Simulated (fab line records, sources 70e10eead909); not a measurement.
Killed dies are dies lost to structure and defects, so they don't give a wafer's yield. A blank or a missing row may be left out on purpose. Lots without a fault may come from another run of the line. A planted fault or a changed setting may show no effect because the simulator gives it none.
fab line records | flow nand_harc
record lots=13 wafers=35 last_day=24
route steps=1159 shown P_M2@350 P_BONDPAD@368 END@1159
lots that met no fault: from a run of the same line without faults
start_h: hours from the record's first day to the start of the lot's first wafer shown | wait_h: hours since the lot's step before | " the same as in the row above | L1.1+2: a row that stands for several wafers | - no value, or no start given | * or withheld: withheld | < > ~ a bound
route shown NAME@n: a module of which the file shows steps, and the number in the route of the first | usual: mean/standard deviation of fault-free wafers | same: alike in all rows | chamber/n: place in a boat | sites: the reading at each site | _std_site: their standard deviation | _edge_site: outer sites' mean less inner sites' | radius_mm: how far each site lies from the wafer's centre | mask NAME#n: copy n | behind: the tool/chamber that last shaped the wafer | hold: why the lot was held/for how many hours/how that ended | device: the transistor (n, p or np) that didn't switch | end of line: the same wafers' tests at the end of the route | a step without rows: its recipe alone | killed: dies lost to structure and defects at the first sort, not the wafer's yield | map: a wafer's dies, x killed, . not, _ none there
set.NAME: the setting as run; set.NAME@STEP: as run at that earlier step | model.NAME: the simulator's own value behind a step, which no gauge read
steps of the route over a sample of lots; a table a step, a row a wafer
services: from which hour (start_h, from the record's first day; less than 0 if before it) a tool's chamber was out of use, for how many hours, and why
## steps
# step NHARC_P_M2_DEP_33
# recipe target_thk_a=300 temp_c=370 target_thk_nm=30 pressure_torr=3 flow_sccm=200 rf_w=450 material=SiCN
# usual heater_power_w=609/60
# columns lot.wafer tool chamber start_h wait_h heater_power_w
L148.1 pecvd-02 1 119.11 0.1 671
L148.3 " 2 " " 517
L148.6 " 0 " " 593
L149.2 pecvd-02 0 137.88 0.1 626
L149.3 " 1 " " 653
L149.5 " 2 " " 538
L151.3 pecvd-02 1 141.32 0.1 606
L151.6 " 1 " " 598
L151.4 " 2 " " 576
L150.2 pecvd-04 2 141.91 0.1 567
L150.4 " 0 " " 624
L150.6 " 2 " " 570
L153.2 pecvd-04 2 151.95 0.1 524
L153.3 " 0 " " 647
L153.4 " 2 " " 514
L152.2 pecvd-03 1 152.26 0.1 525
L152.5 " 1 " " 511
L152.4 " 2 " " 700
L155.3 pecvd-02 2 167.32 0.1 513
L157.5 pecvd-02 1 193.04 0.2 640
L159.1 pecvd-02 1 207.87 0.1 622
L159.2 " 2 " " 573
L159.4 " 1 " " 624
L161.3 pecvd-03 1 213.56 0.1 557
L161.2 " 2 " " 587
L161.5 " 1 " " 581
L160.1 pecvd-02 0 214.80 0.1 633
L160.3 " 2 " " 553
L160.6 " 1 " " 603
L162.2 pecvd-04 2 217.25 0.1 539
L162.4 " 2 " " 519
L162.5 " 0 " " 639
L169.1 pecvd-02 2 245.09 0.1 514
L169.3 " 0 " " 547
L169.4 " 1 " " 673
# step NHARC_P_BONDPAD_ETCH_37
# recipe target_depth_a=600 overetch_a=180 time_s=65.91 ion_energy_ev=200 n2_flow_sccm=150 h2_flow_sccm=150 ar_flow_sccm=0 rf_w=400 bias_w=150 chemistry=N2/H2
# usual drypump_motor_current_A=5.7/0.43 mfc_ar_sccm=0.014/0.017 oes_product_au=1.000/0.018 rf_fwd_power_W=395.7/1.9 rf_vpp_V=429.5/2.5 showerhead_plenum_p_Torr=2.01/0.088 throttle_valve_pct=14.172/0.0092
# columns lot.wafer tool chamber start_h wait_h drypump_motor_current_A mfc_ar_sccm oes_product_au rf_fwd_power_W rf_hours_counter_h rf_vpp_V showerhead_plenum_p_Torr throttle_valve_pct
L148.1 rie_diel-01 2 120.92 0.1 6.3 0 1.013 394.9 52 426.7 1.91 14.162
L148.3 " 0 " " 5.2 0.035 1.004 397.9 46 435.0 2.15 14.178
L148.6 " 2 " " 6.2 0 1.014 396.7 - 426.9 1.91 14.161
L149.2 rie_diel-03 3 139.80 0.1 4.9 0 0.963 395.2 8 429.1 2.05 14.175
L149.3 " 2 " " 5.8 0 1.008 396.9 8 428.0 1.95 14.163
L149.5 " 3 " " 4.9 0 0.960 393.1 - 433.2 2.05 14.176
L151.3 rie_diel-03 1 143.09 0.1 5.7 0.041 1.030 396.0 9 426.6 1.91 14.162
L151.4 " 2 " " 5.8 0 0.990 396.6 8 428.2 1.95 14.161
L151.6 " 1 " " 5.7 0.041 1.032 396.1 - 427.4 1.91 14.164
L150.2 rie_diel-03 1 143.76 0.1 5.7 0.041 1.019 395.7 9 426.7 1.91 14.163
L150.4 " 2 " " 5.8 0 0.989 397.8 8 427.1 1.95 14.165
L150.6 " 2 " " 5.8 0 1.000 397.9 - 428.5 1.95 14.167
L153.3 rie_diel-03 2 153.86 0.1 5.8 0 0.986 398.5 9 428.7 1.95 14.179
L153.2 " 0 " " 6.1 0.027 1.023 394.4 10 428.1 1.97 14.177
L153.4 " 1 " " 5.7 0.041 1.036 393.0 10 428.5 1.91 14.168
L152.2 rie_diel-03 0 154.18 0.1 6.2 0.027 1.014 396.0 10 428.7 1.97 14.177
L152.4 " 3 " " 4.9 0 0.974 393.8 10 431.1 2.05 14.171
L152.5 " 1 " " 5.7 0.041 1.031 395.1 - 427.2 1.91 14.183
L155.3 rie_diel-03 1 169.18 0.1 5.7 0.041 1.025 396.3 11 426.9 1.91 14.179
L157.5 rie_diel-03 3 194.87 0.1 4.9 0 0.979 393.5 - 430.8 2.05 14.160
L159.1 rie_diel-01 2 209.70 0.1 6.2 0 0.994 397.5 25 427.6 1.90 14.184
L159.2 " 0 " " 5.2 0.035 1.000 396.8 27 433.2 2.14 14.171
L159.4 " 1 " " 5.7 0.004 0.997 393.2 25 431.4 2.11 14.171
L161.3 rie_diel-01 2 215.62 0.2 6.3 0 0.987 395.5 28 427.7 1.90 14.159
L161.2 " 1 " " 5.7 0.004 0.993 395.1 27 432.5 2.11 14.170
L161.5 " 3 " " 5.6 0 0.975 396.5 - 433.6 2.13 14.166
L160.1 rie_diel-01 3 216.88 0.2 5.6 0 0.983 399.3 30 432.7 2.13 14.152
L160.3 " 2 " " 6.3 0 0.982 395.6 28 428.0 1.90 14.179
L160.6 " 0 " " 5.2 0.035 1.003 398.2 - 433.1 2.14 14.172
L162.2 rie_diel-01 1 219.20 0.1 5.7 0.004 0.990 394.9 29 430.8 2.11 14.155
L162.4 " 2 " " 6.3 0 0.990 396.9 29 425.9 1.90 14.185
L162.5 " 0 " " 5.2 0.035 1.002 394.9 - 432.7 2.14 14.160
L169.1 rie_diel-01 3 247.07 0.2 5.6 0 0.978 399.4 41 432.4 2.12 14.168
L169.3 " 0 " " 5.2 0.035 1.009 395.8 40 435.3 2.13 14.169
L169.4 " 3 " " 5.6 0 0.978 398.6 - 432.9 2.12 14.178
# step NHARC_P_BONDPAD_ETCH_12
# recipe target_depth_a=2000 time_s=100 chf3_flow_sccm=50 o2_flow_sccm=10 ar_flow_sccm=200 rf_w=500 bias_w=200 chemistry=CHF3/O2
# usual drypump_motor_current_A=5.7/0.43 mfc_ar_sccm=200.0/0.58 oes_product_au=0.945/0.024 rf_fwd_power_W=496.2/2 rf_vpp_V=369.8/2.3 showerhead_plenum_p_Torr=2.36/0.095 throttle_valve_pct=20.573/0.0087
# columns lot.wafer tool chamber start_h wait_h drypump_motor_current_A mfc_ar_sccm oes_product_au rf_fwd_power_W rf_hours_counter_h rf_vpp_V showerhead_plenum_p_Torr throttle_valve_pct
L148.1 rie_diel-01 2 121.01 - 6.2 199.9 0.943 496.6 52 366.1 2.26 20.582
L148.3 " 0 " " 5.2 199.1 0.968 499.6 46 373.5 2.52 20.569
L148.6 " 3 " " 5.6 199.6 0.922 498.6 - 373.8 2.51 20.580
L149.3 rie_diel-03 1 139.91 - 5.7 199.4 0.949 495.6 8 367.9 2.26 20.577
L149.2 " 2 " " 5.8 200.1 0.926 498.5 8 367.5 2.30 20.561
L149.5 " 3 " " 4.9 199.7 0.885 493.5 - 372.2 2.42 20.581
L151.3 rie_diel-03 2 143.18 - 5.8 199.6 0.975 496.5 8 368.3 2.30 20.562
L151.4 " 1 " " 5.7 199.7 0.998 495.5 9 366.6 2.26 20.576
L151.6 " 2 " " 5.8 199.7 0.978 498.3 - 368.2 2.30 20.580
L150.2 rie_diel-03 1 143.86 - 5.7 199.7 0.994 498.8 9 366.3 2.26 20.567
L150.4 " 2 " " 5.8 199.5 0.973 501.5 8 367.8 2.30 20.579
L150.6 " 1 " " 5.7 199.9 0.994 497.3 - 365.8 2.26 20.584
L153.3 rie_diel-03 3 153.95 - 4.9 199.8 0.892 495.8 10 369.8 2.42 20.573
L153.4 " 1 " " 5.7 200.4 0.940 495.9 10 368.2 2.26 20.561
L153.2 " 2 " " 5.8 200.1 0.923 495.9 9 368.7 2.30 20.580
L152.2 rie_diel-03 1 154.27 - 5.7 199.5 0.955 496.3 10 368.1 2.26 20.576
L152.4 " 0 " " 6.1 200.4 0.701 298.8 11 370.3 2.33 20.573
L152.5 " 2 " " 5.8 200.7 0.922 495.2 - 368.5 2.30 20.564
L155.3 rie_diel-03 0 169.27 - 6.1 199.9 0.703 294.2 12 369.2 2.33 20.567
L157.5 rie_diel-03 0 194.96 - 6.2 201.2 0.705 296.0 - 367.6 2.33 20.566
L159.4 rie_diel-01 2 209.79 - 6.3 201.1 0.943 496.1 25 367.0 2.25 20.566
L159.2 " 3 " " 5.7 200.0 0.943 497.1 27 372.6 2.50 20.580
L159.1 " 1 " " 5.8 200.0 0.965 495.2 25 372.6 2.48 20.584
L161.2 rie_diel-01 2 215.81 - 6.2 200.7 0.933 497.2 28 368.0 2.25 20.555
L161.3 " 0 " " 5.2 200.1 0.960 499.3 29 372.9 2.51 20.580
L161.5 " 2 " " 6.3 200.1 0.922 497.6 - 367.9 2.25 20.576
L160.1 rie_diel-01 1 217.04 - 5.8 200.3 0.925 496.4 28 371.2 2.48 20.558
L160.3 " 2 " " 6.3 201.2 0.941 495.4 28 365.8 2.25 20.579
L160.6 " 1 " " 5.8 200.2 0.920 494.9 - 372.5 2.48 20.579
L162.4 rie_diel-01 3 219.28 - 5.6 199.3 0.953 498.5 31 373.8 2.50 20.574
L162.2 " 0 " " 5.2 199.5 0.949 500.3 31 373.8 2.51 20.579
L162.5 " 3 " " 5.7 199.6 0.949 496.9 - 373.1 2.50 20.566
L169.1 rie_diel-01 0 247.21 - 5.2 200.6 0.958 498.5 40 372.8 2.50 20.576
L169.3 " 3 " " 5.6 200.7 0.916 497.6 41 371.9 2.49 20.567
L169.4 " 3 " " 5.6 200.7 0.922 497.1 - 370.9 2.49 20.564
# step NHARC_END_SORT_01
# recipe temp_c=25
# usual killed_at_array=30/10 killed_at_other=0.5/0.82 killed_at_periphery=2.9/2 killed_dies=34/11 killed_open=3.2/1.8 killed_short=2.0/1.4
# same gross_dies=677
# columns lot.wafer tool chamber start_h wait_h killed_at_array killed_at_other killed_at_periphery killed_dies killed_open killed_short
L152.2 prober-01 0 474.89 2.8 29 0 3 32 4 1
L152.4 prober-01 0 476.48 3.4 30 0 647 677 2 3
L152.5 prober-01 0 477.28 3.7 18 0 3 21 1 0
L155.3 prober-02 0 483.54 3.1 33 0 644 677 3 1
L157.5 prober-02 0 519.18 3.7 34 0 643 677 4 1
L162.2 prober-01 0 559.39 2.8 39 1 4 44 8 1
L162.4 prober-01 0 560.96 3.3 36 0 1 37 2 3
L162.5 prober-01 0 561.75 3.6 35 0 2 37 2 4
# killed by level:class
L152.2 A_STAIRCASE:chamber_film_flake=11 A_CHANNEL_HOLE_D1:chamber_film_flake=8 A_CONTACT:chamber_film_flake=3 A_CHANNEL_FILL_D1:geometric_particle:open=2 A_CONTACT:geometric_particle:open=2 A_CHANNEL_FILL_D1:chamber_film_flake=2 A_ONON_D1:geometric_particle:short=1 P_ZERO_WELL:chamber_film_flake=1
L152.4 P_BONDPAD:area_etch=645 A_STAIRCASE:chamber_film_flake=9 A_CONTACT:chamber_film_flake=7 A_CHANNEL_FILL_D1:chamber_film_flake=3 A_SGD_CUT:chamber_film_flake=3 A_CONTACT:geometric_particle:open=2 P_M0:chamber_film_flake=2 A_CHANNEL_HOLE_D1:chamber_film_flake=2
L152.5 A_CHANNEL_HOLE_D1:chamber_film_flake=7 A_STAIRCASE:chamber_film_flake=5 A_CONTACT:chamber_film_flake=4 P_M0:chamber_film_flake=2 P_M0:geometric_particle:open=1 A_ZERO_WELL:chamber_film_flake=1 A_CHANNEL_FILL_D1:chamber_film_flake=1
L155.3 P_BONDPAD:area_etch=578 P_GATE:unspecified=66 A_CHANNEL_HOLE_D1:chamber_film_flake=15 A_STAIRCASE:chamber_film_flake=6 A_SLIT:chamber_film_flake=6 A_CONTACT:chamber_film_flake=2 A_ONON_D1:geometric_particle:open=1 A_ONON_D1:geometric_particle:short=1
L157.5 P_BONDPAD:area_etch=593 P_GATE:unspecified=48 A_CHANNEL_HOLE_D1:chamber_film_flake=11 A_SLIT:chamber_film_flake=11 A_STAIRCASE:chamber_film_flake=6 A_CONTACT:chamber_film_flake=2 P_CONTACT:geometric_particle:open=1 P_M1:geometric_particle:short=1
L162.2 A_SLIT:chamber_film_flake=15 A_STAIRCASE:chamber_film_flake=10 A_CHANNEL_HOLE_D1:chamber_film_flake=5 A_CONTACT:geometric_particle:open=3 P_M0:geometric_particle:open=2 A_CONTACT:chamber_film_flake=2 P_M1:geometric_particle:open=1 A_WL_FILL:geometric_particle:open=1
L162.4 A_SLIT:chamber_film_flake=15 A_STAIRCASE:chamber_film_flake=7 A_CHANNEL_HOLE_D1:chamber_film_flake=5 A_CHANNEL_FILL_D1:chamber_film_flake=2 A_CONTACT:chamber_film_flake=2 P_M0:geometric_particle:open=1 A_SOURCE_PLATE:geometric_particle:short=1 A_CHANNEL_FILL_D1:geometric_particle:short=1
L162.5 A_SLIT:chamber_film_flake=11 A_STAIRCASE:chamber_film_flake=11 A_CHANNEL_HOLE_D1:chamber_film_flake=4 A_CHANNEL_FILL_D1:chamber_film_flake=2 P_M0:geometric_particle:short=1 A_WL_FILL:geometric_particle:short=1 A_WL_FILL:geometric_particle:open=1 A_CONTACT:geometric_particle:open=1
## services
# columns tool chamber start_h hours kind
pecvd-03 - 97.92 1.0 repair
rie_diel-01 0 101.68 17.1 repair
rie_diel-01 2 104.68 2.7 repair
pecvd-03 - 111.08 13.0 pm
rie_diel-01 1 116.91 - clean
rie_diel-01 2 116.91 - clean
rie_diel-01 3 116.91 - clean
rie_diel-01 - 137.80 9.0 pm
rie_diel-01 0 137.80 9.0 vent_cycle
rie_diel-01 1 137.80 9.0 vent_cycle
rie_diel-01 2 137.80 9.0 vent_cycle
rie_diel-01 3 137.80 9.0 vent_cycle
pecvd-02 - 145.40 0.4 repair
rie_diel-01 0 146.80 - clean
pecvd-04 - 146.80 1.5 repair
pecvd-02 - 153.00 13.0 pm
pecvd-03 0 159.91 1.9 repair
rie_diel-03 2 190.01 1.2 repair
pecvd-02 - 190.39 1.8 repair
pecvd-04 - 195.16 13.0 pm
rie_diel-03 - 215.30 9.0 pm
rie_diel-01 - 217.76 0.4 repair
pecvd-02 0 223.33 5.0 repair
rie_diel-01 1 242.19 13.4 repair
## key
first_sign step=NHARC_P_BONDPAD_ETCH_12 reading=rf_fwd_power_W direction=down sigmas=99 usual=* struck=*
effect step=NHARC_P_BONDPAD_ETCH_12 reading=oes_product_au direction=down sigmas=10 usual=0.945 struck=0.703
effect step=NHARC_END_SORT_01 reading=killed_at_periphery direction=up sigmas=99+ usual=2.9 struck=644.7
more_kills_born_at NHARC_P_BONDPAD_ETCH_12@rie_diel-03=1816
met_at NHARC_P_BONDPAD_ETCH_12
struck_lots L152,L155,L157
struck_wafers L152.4,L155.3,L157.5
later_rows_left_out L152.4,L155.3,L157.5
tester_left_out L155,L157
not_acting_at NHARC_P_M2_DEP_33,NHARC_P_BONDPAD_ETCH_37
earlier_fault kind=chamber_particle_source tool=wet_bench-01 chamber=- onset_h=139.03 steps=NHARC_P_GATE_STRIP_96 rate_per_visit_cm2=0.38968
earlier_fault kind=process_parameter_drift tool=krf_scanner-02 chamber=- onset_h=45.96 steps=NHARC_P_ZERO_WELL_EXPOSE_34 channel=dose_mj offset=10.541 shape=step acts_in=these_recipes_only stated=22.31
fault kind=process_parameter_drift tool=rie_diel-03 chamber=0 onset_h=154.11 steps=NHARC_P_BONDPAD_ETCH_12 channel=rf_w offset=* shape=step acts_in=* stated=*
# tester_left_out: of these lots the tester's yield and bins aren't shown, on N5 and GAA mostly nor the transistor test; their killed dies are dies lost to structure and defects alone, not to doping, threshold or leakage, so they don't give the yield
# later_rows_left_out: the simulator's readings of these wafers behind a module that went badly wrong aren't trusted and aren't shown, but for the sort
